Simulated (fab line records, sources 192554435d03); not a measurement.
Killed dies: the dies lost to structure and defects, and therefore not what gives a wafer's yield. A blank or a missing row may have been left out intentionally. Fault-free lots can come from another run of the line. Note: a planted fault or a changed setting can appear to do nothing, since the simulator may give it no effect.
fab line records -- flow n5_finfet
[record] lots = 4, wafers = 12, last_day = 18
route steps=1938 shown BEOL_M4@1021 PASSIVATION@1936
lots with no fault: from the same line, run without faults
start_h: start of the lot's first displayed wafer, in hours after the record's first day -- wait_h: hours since the lot's step before -- " the same as in the row above -- L1.1+2: a single row standing in for several wafers -- - no value, or no start was given -- * or withheld: withheld -- < > ~ a bound
route shown NAME@n: NAME is a module with steps in the file, n the number in the route of the first one -- usual: mean/standard deviation taken from wafers without a fault -- same: alike in all rows -- chamber/n: place in a boat -- sites: the reading at each site -- _std_site: how widely they spread, as a standard deviation -- _edge_site: inner sites' mean taken away from outer sites' mean -- radius_mm: how far each site lies from the wafer's centre -- mask NAME#n: copy n -- behind: tool/chamber where the wafer was last shaped -- hold: what put the lot on hold/how long, in hours/how the hold closed -- device: the transistor (n, p or np) that didn't switch -- end of line: the tests these same wafers got at the end of their route -- a step without rows: its recipe alone -- killed: the dies lost at the first sort to structure and to defects; this is not the yield of the wafer -- map: the dies of a wafer, with x for killed, . for not killed, _ for no die there
set.NAME: setting as actually run; set.NAME@STEP: the setting as run at that earlier step -- model.NAME: the simulator's own value behind a step, which no gauge read
lots seen at some steps along the route; tables by step, rows by wafer
services: a tool's chamber out of use, with start hour (start_h, from the record's first day; less than 0 if before it), hours out, and reason
[[steps]]
[step N5_BEOL_M4_ILD_DEP_00]
[recipe] material = SiOC, target_thk_a = 790, temp_c = 350, precursor = DEMS/O2, pressure_torr = 5, rf_w = 500, time_s = 15.3
[step N5_BEOL_M4_PECVD_72]
[recipe] material = SiO2, target_thk_a = 160, temp_c = 400, precursor = TEOS/O2, pressure_torr = 5.5, rf_w = 450, teos_flow_sccm = 53.8, gas = O2, flow_sccm = 3000, time_s = 18
[step N5_BEOL_M4_HM_DEP_02]
[recipe] material = TiN, target_thk_a = 200, temp_c = 25, chamber_pressure_pa = 0.49996
[step N5_BEOL_M4_COAT_61]
[recipe] resist = SOC, temp_c = 250, time_s = 60, spin_rpm = 1500, resist_thk_nm = 60
[step N5_BEOL_M4_COAT_62]
[recipe] resist = SiARC, temp_c = 220, time_s = 60, spin_rpm = 1500, resist_thk_nm = 12
[step N5_BEOL_M4_COAT_73]
[recipe] resist = underlayer, temp_c = 205, time_s = 60, spin_rpm = 1500, resist_thk_nm = 5
[step N5_BEOL_M4_COAT_05]
[recipe] resist = CAR-EUV, spin_rpm = 1500, resist_thk_nm = 30
[step N5_BEOL_M4_EBR_07]
[recipe] solvent = PGMEA, ebr_width_mm = 1.5
[step N5_BEOL_M4_SOFTBAKE_06]
[recipe] temp_c = 110, time_s = 60, resist = CAR-EUV
[step N5_BEOL_M4_EXPOSE_08]
[recipe] mask_id = M4, na = 0.33, source_shape = dipole, sigma_inner = 0.369, sigma_outer = 0.767, polarization = unpolarized, dose_mj = 41.25
[usual] exposure_dose_mJ_cm2 = 41.19/0.039
[same] sigma_inner = 0.369
lot.wafer,tool,chamber,start_h,wait_h,mask,exposure_dose_mJ_cm2
L162.1,euv_scanner-02,0,200.81,-,M4#0,41.25
L162.2,euv_scanner-02,0,200.81,-,M4#0,41.25
L162.6,euv_scanner-02,0,200.81,-,M4#0,41.25
L169.3,euv_scanner-02,0,255.03,-,M4#0,38.32
L169.4,euv_scanner-02,0,255.03,-,M4#0,38.26
L169.5,euv_scanner-02,0,255.03,-,M4#0,38.20
L172.2,euv_scanner-02,0,280.21,-,M4#0,38.79
L172.5,euv_scanner-02,0,280.21,-,M4#0,38.83
L172.6,euv_scanner-02,0,280.21,-,M4#0,38.82
L176.2,euv_scanner-01,0,299.26,-,M4#0,41.18
L176.3,euv_scanner-01,0,299.26,-,M4#0,41.18
L176.5,euv_scanner-01,0,299.26,-,M4#0,41.21
[step N5_BEOL_M4_PEB_09]
[recipe] peb_temp_c = 100, peb_time_s = 60, resist = CAR-EUV
[step N5_BEOL_M4_DEVELOP_10]
[recipe] develop_time_s = 30, developer = TMAH, resist = CAR-EUV, rinse_liquid = surfactant_rinse, dry = air_spin, dev_temp_c = 23
[step N5_BEOL_M4_CD_MEAS_11]
[recipe] target_cd_nm = 16.79, landing_energy_ev = 500, detector = se_inlens, polarity = opening
[usual] cd_nm = 16.77/0.25
lot.wafer,tool,chamber,start_h,wait_h,cd_nm
L162.1,cd_sem-03,0,200.94,-,16.52
L162.2,cd_sem-03,0,200.94,-,16.62
L162.6,cd_sem-03,0,200.94,-,16.98
L169.3,cd_sem-03,0,255.15,-,15.33
L169.4,cd_sem-03,0,255.15,-,15.31
L169.5,cd_sem-03,0,255.15,-,15.66
L172.2,cd_sem-03,0,280.34,-,15.66
L172.5,cd_sem-03,0,280.34,-,15.28
L172.6,cd_sem-03,0,280.34,-,15.52
L176.2,cd_sem-01,0,299.39,-,17.12
L176.3,cd_sem-01,0,299.39,-,16.99
L176.5,cd_sem-01,0,299.39,-,16.67
[step N5_BEOL_M4_DESCUM_16]
[recipe] chemistry = O2, time_s = 7, source_power_w = 50, bias_power_w = 20, pressure_mtorr = 20, rf_frequency_hz = 2.712e+07, temp_c = 40, resist = CAR-EUV, o2_flow_sccm = 225
[step N5_BEOL_M4_ETCH_74]
[recipe] chemistry = N2/H2, target = underlayer, target_depth_a = 65, mask_material = CAR-EUV, time_s = 5.2, ion_energy_ev = 200, pressure_mtorr = 30, source_w = 840, bias_w = 150, n2_flow_sccm = 200, h2_flow_sccm = 200, ends = cleared
[usual] bias_w = 150.0/0.43, chamber_pressure_mTorr = 30.00/0.046, drypump_motor_current_A = 5.7/0.44, etch_rf_on_time_s = 5.21/0.13, oes_product_au = 0.65/0.081, rf_vpp_V = 524/3.3, showerhead_plenum_p_Torr = 2.54/0.12, throttle_valve_pct = 17.93/0.19
lot.wafer,tool,chamber,start_h,wait_h,bias_w,chamber_pressure_mTorr,drypump_motor_current_A,etch_rf_on_time_s,oes_product_au,rf_hours_counter_h,rf_vpp_V,showerhead_plenum_p_Torr,throttle_valve_pct,model.BEOL_M4.cd_offset_nm
L162.1,rie_diel-05,3,201.11,0.0,149.2,29.94,5.2,5.25,0.61,212,522,2.49,17.82,0.4
L162.2,rie_diel-05,2,201.11,0.0,150.9,30.00,5.4,5.33,0.58,249,521,2.40,17.94,0
L162.6,rie_diel-05,1,201.11,0.0,149.8,30.00,6.6,5.07,0.81,-,528,2.73,17.99,0.2
L169.3,rie_diel-01,3,255.49,0.0,150.3,30.05,5.3,5.23,0.60,248,522,2.52,17.95,-1.2
L169.4,rie_diel-01,1,255.49,0.0,149.6,30.08,6.1,5.33,0.59,-,523,2.52,18.26,-1.4
L169.5,rie_diel-01,3,255.49,0.0,150.0,29.99,5.3,5.22,0.60,-,523,2.52,17.95,-1.2
L172.2,rie_diel-06,2,280.49,0.0,149.7,29.93,5.6,5.07,0.59,248,519,2.40,18.00,-1.4
L172.5,rie_diel-06,3,280.49,0.0,150.0,29.98,5.7,5.24,0.64,-,526,2.62,17.75,-1.6
L172.6,rie_diel-06,0,280.49,0.0,150.5,30.07,6.1,5.39,0.61,-,527,2.63,17.96,-1.6
L176.2,rie_diel-01,2,299.54,0.0,150.3,29.93,6.3,5.05,0.80,18,525,2.59,17.34,0
L176.3,rie_diel-01,1,299.54,0.0,150.1,30.00,6.1,5.43,0.58,243,522,2.52,18.26,0
L176.5,rie_diel-01,0,299.54,0.0,149.8,29.99,5.5,5.34,0.63,-,526,2.55,17.70,0
[step N5_BEOL_M4_ETCH_63]
[recipe] chemistry = CF4, target = SiARC, target_depth_a = 156, mask_material = CAR-EUV, time_s = 26, ion_energy_ev = 80, pressure_mtorr = 40, source_w = 545, bias_w = 36, Ar_flow_sccm = 100, cf4_flow_sccm = 100, ends = cleared
[step N5_BEOL_M4_ETCH_64]
[recipe] chemistry = N2/H2, target = SOC, target_depth_a = 750, overetch_a = 225, mask_material = SiARC, temp_c = 40, time_s = 121.9, ion_energy_ev = 200, pressure_mtorr = 30, source_w = 840, bias_w = 150, n2_flow_sccm = 200, h2_flow_sccm = 200
[step N5_BEOL_M4_STRIP_65]
[recipe] chemistry = N2/H2, temp_c = 40, n2_flow_sccm = 200, h2_flow_sccm = 200, rf_frequency_hz = 6e+07
[step N5_BEOL_M4_STRIP_75]
[recipe] chemistry = N2/H2, temp_c = 40, n2_flow_sccm = 200, h2_flow_sccm = 200, rf_frequency_hz = 6e+07
[step N5_BEOL_M4_STRIP_66]
[recipe] chemistry = CF4, resist = SiARC, power_w = 300, bias_power_w = 75, pressure_mtorr = 50, cf4_flow_sccm = 150, rf_frequency_hz = 6e+07
[step N5_BEOL_M4_HM_OPEN_17]
[recipe] chemistry = Cl2/BCl3, target_depth_a = 200, overetch_a = 60, target = TiN, mask_material = SOC, ion_energy_ev = 150, pressure_mtorr = 10, icp_w = 1000, bias_w = 126, Cl2_flow_sccm = 53.25, bcl3_flow_sccm = 21.75, Ar_flow_sccm = 25
[usual] bias_w = 126.0/0.36, chamber_pressure_mTorr = 9.999/0.0097, drypump_motor_current_A = 5.4/0.34, oes_product_au = 0.68/0.086, throttle_valve_pct = 22.1/0.31
lot.wafer,tool,chamber,start_h,wait_h,bias_w,chamber_pressure_mTorr,drypump_motor_current_A,oes_product_au,rf_hours_counter_h,throttle_valve_pct,model.BEOL_M4.cd_offset_nm
L162.1,rie_metal-03,0,201.33,0.0,126.1,10.017,5.4,0.61,62,22.5,0.2
L162.2,rie_metal-03,1,201.33,0.0,125.5,9.997,4.9,0.81,4,22.5,-0.2
L162.6,rie_metal-03,1,201.33,0.0,125.6,10.004,4.9,0.81,-,22.5,0.4
L169.3,rie_metal-01,1,255.74,0.1,125.8,9.998,5.1,0.70,-,21.9,-1.4
L169.4,rie_metal-01,0,255.74,0.1,126.2,10.003,5.8,0.56,-,22.2,-1.4
L169.5,rie_metal-01,0,255.74,0.1,126.2,10.005,5.8,0.56,-,22.2,-1
L172.2,rie_metal-01,1,280.71,0.0,126.2,10.017,5.2,0.69,27,21.9,-1.2
L172.5,rie_metal-01,0,280.71,0.0,126.2,9.993,5.9,0.55,-,22.2,-1.8
L172.6,rie_metal-01,1,280.71,0.0,125.4,9.993,5.2,0.69,-,21.9,-1.4
L176.2,rie_metal-01,1,299.79,0.1,126.4,10.003,5.2,0.69,-,21.9,0.2
L176.3,rie_metal-01,1,299.79,0.1,125.9,10.004,5.2,0.68,-,21.9,-0.2
L176.5,rie_metal-01,1,299.79,0.1,125.9,10.002,5.2,0.67,-,22.0,-0.2
[step N5_BEOL_M4_STRIP_19]
[recipe] chemistry = O2, power_w = 400, temp_c = 40, pressure_mtorr = 30, rf_frequency_hz = 6e+07, bias_power_w = 0, overash_fraction = 0.2, o2_flow_sccm = 225
[step N5_BEOL_M4_CD_MEAS_18]
[recipe] pitch_nm = 36, target_cd_nm = 18
[usual] cd_nm = 17.9/0.35
lot.wafer,tool,chamber,start_h,wait_h,cd_nm
L162.1,cd_sem-01,-,201.52,0.1,18.6
L162.2,cd_sem-01,-,201.52,0.1,18.2
L162.6,cd_sem-01,-,201.52,0.1,18.3
L169.3,cd_sem-01,-,256.18,0.1,16.5
L169.4,cd_sem-01,-,256.18,0.1,16.6
L169.5,cd_sem-01,-,256.18,0.1,16.9
L172.2,cd_sem-01,-,280.91,0.1,17.2
L172.5,cd_sem-01,-,280.91,0.1,16.1
L172.6,cd_sem-01,-,280.91,0.1,16.7
L176.2,cd_sem-01,-,300.14,0.1,17.9
L176.3,cd_sem-01,-,300.14,0.1,17.8
L176.5,cd_sem-01,-,300.14,0.1,17.7
[step N5_BEOL_M4_COAT_67]
[recipe] resist = SOC, temp_c = 250, time_s = 60, spin_rpm = 1500, resist_thk_nm = 60
[step N5_BEOL_M4_RC_MEAS_101]
[usual] DIBL_N = 35.9/1.4, DIBL_P = 35.9/1.7, IOFF_N = 0.160/0.026, IOFF_P = 0.21/0.036, ION_N = 672/11, ION_P = 461/8.1, SS_N = 71.4/0.54, SS_P = 73.2/0.67, VT_N = 249.3/2.7, VT_P = -250/3.9
lot.wafer,tool,chamber,start_h,wait_h,DIBL_N[mV/V],DIBL_P[mV/V],IOFF_N[nA/um],IOFF_P[nA/um],ION_N[uA/um],ION_P[uA/um],SS_N[mV/dec],SS_P[mV/dec],VT_N[mV],VT_P[mV]
L162.1,prober-02,0,221.02,0.0,35.1,33.8,0.134,0.17,663,457,71.3,72.8,250.4,-255
L162.2,prober-02,0,221.02,0.0,34.6,33.7,0.127,0.18,668,459,70.5,72.7,252.8,-251
L162.6,prober-02,0,221.02,0.0,37.1,36.7,0.169,0.23,677,460,71.7,72.7,246.9,-247
L176.2,prober-02,0,316.42,0.2,39.0,40.0,0.214,0.25,680,464,72.3,74.7,247.5,-248
L176.3,prober-02,0,316.42,0.2,38.4,39.7,0.194,0.24,668,459,71.7,74.4,249.7,-250
L176.5,prober-02,0,316.42,0.2,35.8,36.9,0.151,0.19,663,456,71.6,73.2,252.8,-254
[step N5_PASSIVATION_PROBE_49]
[usual] defect_limited_yield = 90.9/1.5, killed_at_M0_to_M3 = 35/10, killed_at_M4_up = 14/5.2, killed_at_contacts = 13/7.3, killed_at_front_end = 42/12, killed_at_other = 3.4/2.5, killed_dies = 108/18, killed_on_rim = 14/4.2, killed_open = 70/13, killed_short = 35/8, sort_bin_5_function = 5.4/1, sort_bin_6_memory = 3.4/0.71, sort_n_pass = 1072/18, sort_yield_pct = 90.9/1.5
[same] gross_dies = 1180, killed_at_back_side = 0, sort_bin_4_leakage[%] = 0, sort_bin_8_speed[%] = 0
lot.wafer,tool,chamber,start_h,wait_h,defect_limited_yield[%],killed_at_M0_to_M3,killed_at_M4_up,killed_at_contacts,killed_at_front_end,killed_at_other,killed_dies,killed_on_rim,killed_open,killed_short,sort_bin_5_function[%],sort_bin_6_memory[%],sort_n_pass,sort_yield_pct[%]
L162.1,prober-01,-,317.48,0.0,89.9,46,13,4,55,1,119,14,80,33,5.9,3.6,1061,89.9
L162.2,prober-01,-,317.53,0.1,90.2,46,12,13,43,2,116,14,76,39,5.8,3.8,1064,90.2
L162.6,prober-01,-,317.73,0.3,91.4,33,14,19,34,2,102,19,63,35,4.7,3.5,1078,91.4
L169.3,prober-02,-,376.67,0.1,0,54,1079,13,28,6,1180,152,73,33,49.2,3.1,0,0
L169.4,prober-02,-,376.72,0.2,0,53,1064,15,47,1,1180,152,88,45,43.5,4.2,0,0
L169.5,prober-02,-,376.77,0.2,0,48,1089,19,23,1,1180,152,70,39,45.9,4.2,0,0
L172.2,prober-01,-,405.75,0.1,9.2,38,975,11,44,3,1071,135,68,36,63.3,17.5,109,9.2
L172.5,prober-01,-,405.90,0.2,10.1,23,971,11,53,3,1061,136,64,32,62.2,17.5,119,10.1
L172.6,prober-01,-,405.95,0.3,7.5,33,986,7,63,2,1091,136,84,33,65.4,17.1,89,7.5
L176.2,prober-02,-,429.98,0.1,90.4,37,15,13,47,1,113,17,74,33,5.6,3.6,1067,90.4
L176.3,prober-02,-,430.03,0.1,89.2,48,12,19,48,0,127,21,86,41,6.3,4.3,1053,89.2
L176.5,prober-02,-,430.13,0.2,89.2,37,14,36,37,3,127,10,88,37,6.2,4.2,1053,89.2
// killed by level:class
L162.1 STI_FIN_REVEAL:geometric_particle:open=22 BEOL_M3:geometric_particle:open=11 BEOL_M0_SAQP:geometric_particle:open=10 BEOL_M0_SAQP:geometric_particle:short=6 BEOL_M1:geometric_particle:open=6 FIN_SAQP:geometric_particle:open=5 BEOL_M0:geometric_particle:short=5 HKMG_FIN:area_etch=5
L162.2 BEOL_M3:geometric_particle:open=13 STI_FIN_REVEAL:geometric_particle:open=12 BEOL_M0_SAQP:geometric_particle:short=11 BEOL_M0_SAQP:geometric_particle:open=10 MOL_CONTACT_COAG:geometric_particle:open=9 FIN_SAQP:geometric_particle:open=6 GATE_CUT:geometric_particle:open=6 FIN_SAQP:geometric_particle:short=4
L162.6 MOL_CONTACT_COAG:geometric_particle:open=14 BEOL_M3:geometric_particle:open=11 STI_FIN_REVEAL:geometric_particle:open=9 BEOL_M0_SAQP:geometric_particle:short=7 BEOL_M0_SAQP:geometric_particle:open=6 GATE_CUT:geometric_particle:short=5 BEOL_M4:geometric_particle:open=5 FIN_SAQP:geometric_particle:open=4
L169.3 BEOL_M4:area_expose=1073 BEOL_M1:geometric_particle:open=18 BEOL_M0_SAQP:geometric_particle:open=9 MOL_CONTACT_COAG:geometric_particle:open=8 BEOL_M2:geometric_particle:open=8 BEOL_M0_SAQP:geometric_particle:short=7 DUMMY_GATE:geometric_particle:open=6 GATE_CUT:geometric_particle:short=5
L169.4 BEOL_M4:area_expose=1044 BEOL_M0_SAQP:geometric_particle:short=18 STI_FIN_REVEAL:geometric_particle:open=17 BEOL_M0_SAQP:geometric_particle:open=14 MOL_CONTACT_COAG:geometric_particle:open=13 BEOL_M4:geometric_particle:open=8 FIN_SAQP:geometric_particle:short=7 FIN_SAQP:geometric_particle:open=7
L169.5 BEOL_M4:area_expose=1068 MOL_CONTACT_COAG:geometric_particle:open=17 BEOL_M0_SAQP:geometric_particle:short=16 BEOL_M4:geometric_particle:open=14 BEOL_M0_SAQP:geometric_particle:open=7 BEOL_M1:geometric_particle:open=6 BEOL_M1:geometric_particle:short=4 BEOL_M3:geometric_particle:short=4
L172.2 BEOL_M4:area_expose=966 FIN_SAQP:geometric_particle:open=11 BEOL_M3:geometric_particle:open=11 STI_FIN_REVEAL:geometric_particle:open=9 BEOL_M0_SAQP:geometric_particle:open=8 MOL_CONTACT_COAG:geometric_particle:open=6 FIN_SAQP:geometric_particle:short=5 MOL_CONTACT_COAG:geometric_particle:short=5
L172.5 BEOL_M4:area_expose=959 STI_FIN_REVEAL:geometric_particle:open=13 FIN_SAQP:geometric_particle:open=8 MOL_CONTACT_COAG:geometric_particle:open=8 FIN_SAQP:geometric_particle:short=7 GATE_CUT:geometric_particle:short=7 BEOL_M3:geometric_particle:open=5 GATE_CUT:geometric_particle:open=5
L172.6 BEOL_M4:area_expose=968 STI_FIN_REVEAL:geometric_particle:open=18 FIN_SAQP:geometric_particle:open=14 BEOL_M0_SAQP:geometric_particle:open=10 BEOL_M0_SAQP:geometric_particle:short=8 BEOL_M3:geometric_particle:open=8 DUMMY_GATE:geometric_particle:open=7 FIN_SAQP:geometric_particle:short=6
L176.2 STI_FIN_REVEAL:geometric_particle:open=15 MOL_CONTACT_COAG:geometric_particle:open=9 BEOL_M0_SAQP:geometric_particle:short=9 BEOL_M0_SAQP:geometric_particle:open=9 BEOL_M1:geometric_particle:open=6 DUMMY_GATE:geometric_particle:open=5 BEOL_M3:geometric_particle:open=5 FIN_SAQP:geometric_particle:open=4
L176.3 BEOL_M0_SAQP:geometric_particle:open=17 FIN_SAQP:geometric_particle:open=13 MOL_CONTACT_COAG:geometric_particle:open=12 BEOL_M0_SAQP:geometric_particle:short=9 BEOL_M2:geometric_particle:open=8 STI_FIN_REVEAL:geometric_particle:open=7 BEOL_M1:geometric_particle:open=7 MOL_CONTACT_COAG:geometric_particle:short=7
L176.5 MOL_CONTACT_COAG:geometric_particle:open=31 BEOL_M0_SAQP:geometric_particle:open=11 STI_FIN_REVEAL:geometric_particle:open=10 FIN_SAQP:geometric_particle:open=8 BEOL_M0_SAQP:geometric_particle:short=7 STI_FIN_REVEAL:geometric_particle:short=7 MOL_CONTACT_COAG:geometric_particle:short=5 BEOL_M1:geometric_particle:open=5
// map L169.3 (x killed, . not)
_________________xxxxxxxxxxxx________________
______________xxxxxxxxxxxxxxxxxx_____________
___________xxxxxxxxxxxxxxxxxxxxxxxx__________
__________xxxxxxxxxxxxxxxxxxxxxxxxxx_________
________xxxxxxxxxxxxxxxxxxxxxxxxxxxxxx_______
_______xxxxxxxxxxxxxxxxxxxxxxxxxxxxxxxx______
______xxxxxxxxxxxxxxxxxxxxxxxxxxxxxxxxxx_____
_____xxxxxxxxxxxxxxxxxxxxxxxxxxxxxxxxxxxx____
____xxxxxxxxxxxxxxxxxxxxxxxxxxxxxxxxxxxxxx___
___xxxxxxxxxxxxxxxxxxxxxxxxxxxxxxxxxxxxxxxx__
___xxxxxxxxxxxxxxxxxxxxxxxxxxxxxxxxxxxxxxxx__
__xxxxxxxxxxxxxxxxxxxxxxxxxxxxxxxxxxxxxxxxxx_
__xxxxxxxxxxxxxxxxxxxxxxxxxxxxxxxxxxxxxxxxxx_
_xxxxxxxxxxxxxxxxxxxxxxxxxxxxxxxxxxxxxxxxxxxx
_xxxxxxxxxxxxxxxxxxxxxxxxxxxxxxxxxxxxxxxxxxxx
_xxxxxxxxxxxxxxxxxxxxxxxxxxxxxxxxxxxxxxxxxxxx
_xxxxxxxxxxxxxxxxxxxxxxxxxxxxxxxxxxxxxxxxxxxx
_xxxxxxxxxxxxxxxxxxxxxxxxxxxxxxxxxxxxxxxxxxxx
_xxxxxxxxxxxxxxxxxxxxxxxxxxxxxxxxxxxxxxxxxxxx
_xxxxxxxxxxxxxxxxxxxxxxxxxxxxxxxxxxxxxxxxxxxx
_xxxxxxxxxxxxxxxxxxxxxxxxxxxxxxxxxxxxxxxxxxxx
__xxxxxxxxxxxxxxxxxxxxxxxxxxxxxxxxxxxxxxxxxx_
__xxxxxxxxxxxxxxxxxxxxxxxxxxxxxxxxxxxxxxxxxx_
___xxxxxxxxxxxxxxxxxxxxxxxxxxxxxxxxxxxxxxxx__
___xxxxxxxxxxxxxxxxxxxxxxxxxxxxxxxxxxxxxxxx__
____xxxxxxxxxxxxxxxxxxxxxxxxxxxxxxxxxxxxxx___
_____xxxxxxxxxxxxxxxxxxxxxxxxxxxxxxxxxxxx____
______xxxxxxxxxxxxxxxxxxxxxxxxxxxxxxxxxx_____
_______xxxxxxxxxxxxxxxxxxxxxxxxxxxxxxxx______
________xxxxxxxxxxxxxxxxxxxxxxxxxxxxxx_______
__________xxxxxxxxxxxxxxxxxxxxxxxxxx_________
___________xxxxxxxxxxxxxxxxxxxxxxxx__________
______________xxxxxxxxxxxxxxxxxx_____________
_________________xxxxxxxxxxxx________________
// map L172.6 (x killed, . not)
_________________xxxxxxxxxxxx________________
______________xxxxxxxxxxxxxxxxxx_____________
___________xxxxxxxxxx.xxxxxxxxxxxxx__________
__________.xx.xxxxxxxxxxxxxxxxxxxxxx_________
________xxxxxxxxxxxxxxxxxxxxxx.x.xxx.x_______
_______xxxxxxxxxxxxxxxxxxxxxxxxx.xxxx..______
______xxxxxxxxxxxxxxxxxxxxx.xxxxxxxxxxxx_____
_____xxxxxxxxx.x.xxxx.xxxxxxxxxxxxxxxxxxx____
____xxxx.xxxxxxxxxxxxxx.xxxxxxxx.xxxxxxxxx___
___xxxxxxxxxxxxxxxxxxxxxxxxxxxxxxxxxxxxxxxx__
___xxx.xxxxxxxxxxxxxxxxx.xxxx..xxxxxxxxxxxx__
__xxxx.xxxxxxxxxxxxxxxxxxxxx.xxx.xxx..xxxxxx_
__xxxxxx.xxxxxxxxxxx.xxxxxxxxxxxxxxxxxxxxx.x_
_xxxxxxxxxxxxxxxxxxxxxxxx.xxxxxx.xxxxxxxxxxxx
_xxx.xxxxxxxxxxxxxxxxxxxxxxxxxxxxxxxxxxxxx.xx
_..xxxxxxxx.xxxxxxx.xxxxxxx.xxxxxxx.x.xxxxxxx
_xxx.xxxxxx.xxxxxxxxxx.xxxxxxxxxxxxxxxxxxxxxx
_xxxxxxxxxxxxxxxxxxxxxxxxxxxxxxxxxxxxx.xxxxx.
_.xxxxxxxxxxxx.xxxxxxxxxxxxxx.xxxxxxxxxxx.xxx
_xxxxxxxxx.xxx.xxxxxxxxxxxx.xxx.xxxxxxxxxxxx.
_xxxxxxxxxxxxxxx.xxxxxxxxxxxxxxx.xxxxxxxxxxxx
__.xxxxxxxxxxxxxxxxxxxxxxxxxxxxxxxxxxxxxxxxx_
__xxxxxxxxxxxxxxxxxxxxxx.xxxxxxx.xxx..xxxx.x_
___xxxxxxx.xxxxxxxxxxxxxxx.xx.xxxxxxxxxxxxx__
___xxxxxxxxxxxxxxxx.xxxxxxxxxxxxxxxxxx.xx.x__
____xxxxxxxxxxxxxxxxxx.xxxxxxxx.xxx.xxxxxx___
_____.xxxxxxxxxxxxxxxxxxxx..xxxxx.xxxx.xx____
______xxxxx.xx.xxxxxxxxxxxxxxxxxxxxx.x.x_____
_______xxxxxxxxxxxxxxxxxxxx.xxxxxxxxxxx______
________.xxxxxxxxxxxxx.xxxxxxxxxxxxxxx_______
__________x..xxxx...xxxxxxxxxxxxxxxx_________
___________xxxxxxxxx.xxxxxxxxxxxx.x__________
______________xxxxxxxxxxxxxxxxxx_____________
_________________xxxxxxxxxxxx________________
[[services]]
tool,chamber,start_h,hours,kind
euv_scanner-02,-,204.27,1.0,pm
rie_diel-05,2,204.27,-,clean
rie_diel-05,2,204.27,-,consumable_replace:focus_ring
rie_diel-05,2,204.27,-,consumable_replace:showerhead
rie_diel-05,2,204.27,26.8,scheduled_down
euv_scanner-01,-,212.17,0.6,repair
rie_diel-05,1,221.26,6.6,repair
euv_scanner-02,-,223.09,0.4,repair
rie_metal-03,0,234.74,7.5,repair
rie_diel-01,2,235.67,-,clean
rie_diel-01,2,235.67,-,consumable_replace:focus_ring
rie_diel-01,2,235.67,13.8,scheduled_down
rie_diel-01,2,235.67,13.8,vent_cycle
rie_diel-01,2,252.91,7.8,repair
euv_scanner-02,0,256.90,-,calibration
euv_scanner-02,-,260.42,1.0,pm
rie_diel-01,3,260.69,-,clean
rie_diel-01,3,260.69,-,consumable_replace:focus_ring
rie_diel-01,3,260.69,22.1,scheduled_down
rie_diel-01,3,260.69,22.1,vent_cycle
euv_scanner-01,-,268.81,1.0,pm
rie_metal-01,0,298.45,-,clean
rie_metal-01,0,298.45,34.2,scheduled_down
rie_metal-01,0,298.45,34.2,vent_cycle
[[key]]
[first_sign] step = N5_BEOL_M4_EXPOSE_08, reading = exposure_dose_mJ_cm2, direction = down, sigmas = 68, usual = 41.19, struck = 38.54
[effect] step = N5_BEOL_M4_CD_MEAS_11, reading = cd_nm, direction = down, sigmas = 5.2, usual = 16.77, struck = 15.46, through = control_loop
[effect] step = N5_BEOL_M4_CD_MEAS_18, reading = cd_nm, direction = down, sigmas = 3.5, usual = 17.9, struck = 16.7, through = control_loop
[effect] step = N5_PASSIVATION_PROBE_49, reading = killed_at_M4_up, direction = up, sigmas = 99+, usual = 14, struck = 1027
[model_effect] step = N5_BEOL_M4_ETCH_74, value = BEOL_M4.cd_offset_nm, without = -0.03333, struck = -1.4
[model_effect] step = N5_BEOL_M4_HM_OPEN_17, value = BEOL_M4.cd_offset_nm, without = -9.252e-18, struck = -1.367
[more_kills_born_at] N5_BEOL_M4_EXPOSE_08@euv_scanner-02 = 6078
met_at N5_BEOL_M4_EXPOSE_08
struck_wafers L169.3,L169.4,L169.5,L172.2,L172.5,L172.6
later_rows_left_out L169.3,L169.4,L169.5,L172.2,L172.5,L172.6
[loop_trim] step = N5_BEOL_M4_EXPOSE_08, setting = dose, lots = L172
onset_between 200.81 255.03
[fault] kind = process_parameter_drift, tool = euv_scanner-02, chamber = -, onset_h = 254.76, steps = N5_BEOL_M4_EXPOSE_08, channel = dose_mj, offset = -2.9645, shape = step, acts_in = these_recipes_only, stated = 41.25
// later_rows_left_out: the simulator's readings of these wafers behind a module that went badly wrong aren't trusted and aren't shown, but for the sort
// loop_trim: a control loop set the setting to another value than it would have without faults
